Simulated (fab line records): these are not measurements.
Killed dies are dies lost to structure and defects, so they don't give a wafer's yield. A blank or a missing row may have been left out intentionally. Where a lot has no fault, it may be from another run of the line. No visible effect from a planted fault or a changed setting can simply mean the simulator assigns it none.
A single fault, viewed from 3 desks ; flow n5 finfet ; every desk sees just its own numbers, and what lay behind them comes last
Where a reading is given only as a bound, like >300, the bound stands for it, and a mean or a difference that rests on one is marked > or <: the true number lies beyond.

## THE METROLOGY DESK
What the gauges read for every lot (on any tool): the sampled wafers with a number, averaged. If a lot's mean is further than 4 standard deviations from the usual mean, the lot is out of limits and carries the mark OUT (the distance appears in the brackets). Of its 10 readings 7 are shown: those that lie furthest out on some lot.
Columns: A = DIBL_N at N5_BEOL_M4_RC_MEAS_101, usual 36.6 mV/V; B = IOFF_N at N5_BEOL_M4_RC_MEAS_101, usual 0.16 nA/um; C = IOFF_P at N5_BEOL_M4_RC_MEAS_101, usual 0.22 nA/um; D = ION_N at N5_BEOL_M4_RC_MEAS_101, usual 672 uA/um; E = ION_P at N5_BEOL_M4_RC_MEAS_101, usual 462 uA/um; F = SS_N at N5_BEOL_M4_RC_MEAS_101, usual 71.6 mV/dec; G = VT_P at N5_BEOL_M4_RC_MEAS_101, usual -250 mV
lot;first seen here;A;B;C;D;E;F;G
L688;day 9 10:38;38.2;0.18;0.22;676;462;72.2;-250
L689;day 10 02:23;34.9;0.13;0.21;684;477;70.6;-249
L693;day 10 10:27;36.7;0.17;0.23;675;464;71.8;-249
L695;day 10 22:46;36.1;0.14;0.21;674;464;71.4;-249
L696;day 11 09:17;36.7;0.16;0.22;673;463;71.3;-250
L704;day 13 05:08;36.2;0.19;0.24;675;465;71.7;-247
L706;day 13 09:16;37.5;0.19;0.25;677;462;71.9;-248
L709;day 14 07:49;38.3;0.20;0.27;685;467;72.0;-244
L710;day 14 16:10;37.5;0.18;0.24;681;465;71.9;-249
Result from this desk: across the 9 lots, nothing is out of limits.

## THE DEFECT DESK
For each lot, the counts of the inspections along the route, averaged over the sampled wafers that have a number. If a lot's mean is further than 4 standard deviations from the usual mean, the lot is out of limits and carries the mark OUT (the distance appears in the brackets).
Columns: A = raw defect count at N5_WELL_APT_INSPECT_27, usual 2.0; B = raw defect count at N5_PMOS_HMC_CHANNEL_EPI_INSPECT_11, usual 2.0
lot;first seen here;A;B
L688;day 1 20:50;2.7;1.0
L689;day 2 03:30;2.0;1.7
L693;day 3 03:00;2.3;1.7
L695;day 3 15:10;2.7;3.0
L696;day 3 21:02;3.0;0.7
L704;day 5 21:35;0.3;>298 (+99 or more) OUT
L706;day 6 09:05;2.7;>298 (+99 or more) OUT
L709;day 7 02:59;1.7;2.0
L710;day 7 09:25;2.7;2.0
This desk's finding: out of limits on L704, L706; first on L704, day 6 00:46 (raw defect count at N5_PMOS_HMC_CHANNEL_EPI_INSPECT_11). In limits: L688, L689, L693, L695, L696, L709, L710.

## FOR THE TOOL OWNER'S DESK: pecvd-03
The tool's own readings at N5_PMOS_HMC_CHANNEL_EPI_HM_DEP_34 (deposits SiO2 from TEOS/O2, target thk 36 nm, time 6.9 s): means of the sampled wafers that have a number, for each lot that ran on this tool. If a lot's mean is further than 4 standard deviations from the usual mean, the lot is out of limits and carries the mark OUT (the distance appears in the brackets).
Columns: A = heater power w at N5_PMOS_HMC_CHANNEL_EPI_HM_DEP_34, usual 499 W; B = rf fwd power W at N5_PMOS_HMC_CHANNEL_EPI_HM_DEP_34, usual 884 W; C = showerhead plenum p Torr at N5_PMOS_HMC_CHANNEL_EPI_HM_DEP_34, usual 8.340 Torr; D = susceptor temp C at N5_PMOS_HMC_CHANNEL_EPI_HM_DEP_34, usual 400.01 C; E = throttle valve pct at N5_PMOS_HMC_CHANNEL_EPI_HM_DEP_34, usual 18.8 %
lot;first seen here;A;B;C;D;E
L688;day 1 22:55;496;884;8.327;400.31;19.1
L693;day 3 04:53;514;885;8.341;400.04;18.9
L704;day 6 00:03;488;884;8.342;400.10;18.9
L706;day 6 11:07;535;882;8.338;400.00;19.0
Result from this desk: across the 4 lots, nothing is out of limits.

## ALL TOGETHER
The defect desk could have raised an alarm at day 6 00:46, on L704, L706.
The metrology desk saw nothing out of limits.
Nothing out of limits was seen by the tool owner's desk.
The metrology desk holds a record of L704, L706, inside its limits.
Tool owner's desk: L704, L706 on record, inside its limits.
The lots listed all ran N5_PMOS_HMC_CHANNEL_EPI_HM_DEP_34 on pecvd-03.

## WHAT WAS PUT IN BY THE SIMULATOR
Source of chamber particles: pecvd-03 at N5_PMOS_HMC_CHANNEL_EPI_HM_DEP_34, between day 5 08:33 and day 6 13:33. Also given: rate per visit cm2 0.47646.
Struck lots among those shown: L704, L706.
Hours from the fault's start to each desk's first reading out of limits: the defect desk, 16.
